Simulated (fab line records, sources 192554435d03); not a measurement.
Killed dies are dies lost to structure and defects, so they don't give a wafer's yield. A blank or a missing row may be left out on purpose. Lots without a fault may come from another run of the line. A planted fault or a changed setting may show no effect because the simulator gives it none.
Split-lot experiment | flow n5_finfet | 7 lots, 21 wafers read, on a route of 1938 steps

THE SPLIT
At N5_BEOL_M0_SAQP_COAT_87 (time 60 s, resist thk 5 nm), the setting spin_rpm was moved away from the recipe's 1500 rpm on 7 of the 21 wafers read, by -6.6% to +10.2%. The other wafers ran this setting at the recipe's value.

FROM THE SPLIT TO THE READING: what the file shows between them, 3 steps
- N5_BEOL_M0_SAQP_COAT_34: resist thk 30 nm
- N5_BEOL_M0_SAQP_EBR_36
- N5_BEOL_M0_SAQP_DESCUM_45: chemistry O2, time 7 s

THE READING
etch.depth_nm (the simulator's own value, which no gauge read), in nm, at N5_BEOL_M0_SAQP_ETCH_88 (etches underlayer in N2/H2, target depth 6.5 nm, time 5.2 s). The file gives no usual value for it. The 14 wafers here that ran the recipe average 4.995 nm, standard deviation 0.016 nm.

wafer  | tool, chamber at the split | spin_rpm as run, rpm | against the recipe | etch.depth_nm, nm | against lot-mates on the recipe
L076.1 | litho_track-05, 0          | 1500                 | recipe             | 4.986             | -
L076.3 | litho_track-05, 0          | 1653                 | +10.2%             | 4.767             | -0.228
L076.4 | litho_track-05, 0          | 1500                 | recipe             | 5.005             | -
L075.1 | litho_track-05, 0          | 1500                 | recipe             | 4.982             | -
L075.3 | litho_track-05, 0          | 1615                 | +7.7%              | 4.79              | -0.192
L075.5 | litho_track-05, 0          | 1615                 | +7.7%              | 4.807             | -0.175
L077.2 | litho_track-02, 0          | 1500                 | recipe             | 5.007             | -
L077.3 | litho_track-02, 0          | 1500                 | recipe             | 5.012             | -
L077.6 | litho_track-02, 0          | 1500                 | recipe             | 4.997             | -
L079.4 | litho_track-03, 0          | 1500                 | recipe             | 4.97              | -
L079.5 | litho_track-03, 0          | 1578                 | +5.2%              | 4.829             | -0.135
L079.6 | litho_track-03, 0          | 1500                 | recipe             | 4.957             | -
L080.1 | litho_track-03, 0          | 1500                 | recipe             | 5.001             | -
L080.3 | litho_track-03, 0          | 1423                 | -5.1%              | 5.139             | +0.138
L080.4 | litho_track-03, 0          | 1423                 | -5.1%              | 5.143             | +0.142
L082.4 | litho_track-05, 0          | 1500                 | recipe             | 4.995             | -
L082.5 | litho_track-05, 0          | 1500                 | recipe             | 5                 | -
L082.6 | litho_track-05, 0          | 1401                 | -6.6%              | 5.16              | +0.162
L088.2 | litho_track-05, 0          | 1500                 | recipe             | 5.02              | -
L088.4 | litho_track-05, 0          | 1500                 | recipe             | 4.996             | -
L088.5 | litho_track-05, 0          | 1500                 | recipe             | 4.996             | -

THE FIT
A straight line over all 21 wafers: etch.depth_nm changes by -0.0255 nm for each +1% of spin_rpm; r = -0.99; the points scatter about the line by 0.018 nm.
The same after taking each lot's own level away (the mean of its wafers on the recipe; 21 wafers): -0.0243 nm for each +1%; r = -1.00; scatter 0.0096 nm.
On that fit, the largest move of spin_rpm shifts the reading by 0.25 nm.
The lots' own levels span 4.9635 to 5.0053 nm, that is 2.6 times the standard deviation above.
So the lot-to-lot level changes the slope little: the two slopes agree.
Check: with one of the wafers moved furthest among these (+10.2%) left out of the fit, the line predicts -0.254 nm for it against its lot-mates. It came out at -0.228 nm against them.

THE FILE'S OWN FIT
etch.depth_nm changes by -0.0239 nm for each +1% of spin_rpm, r = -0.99.
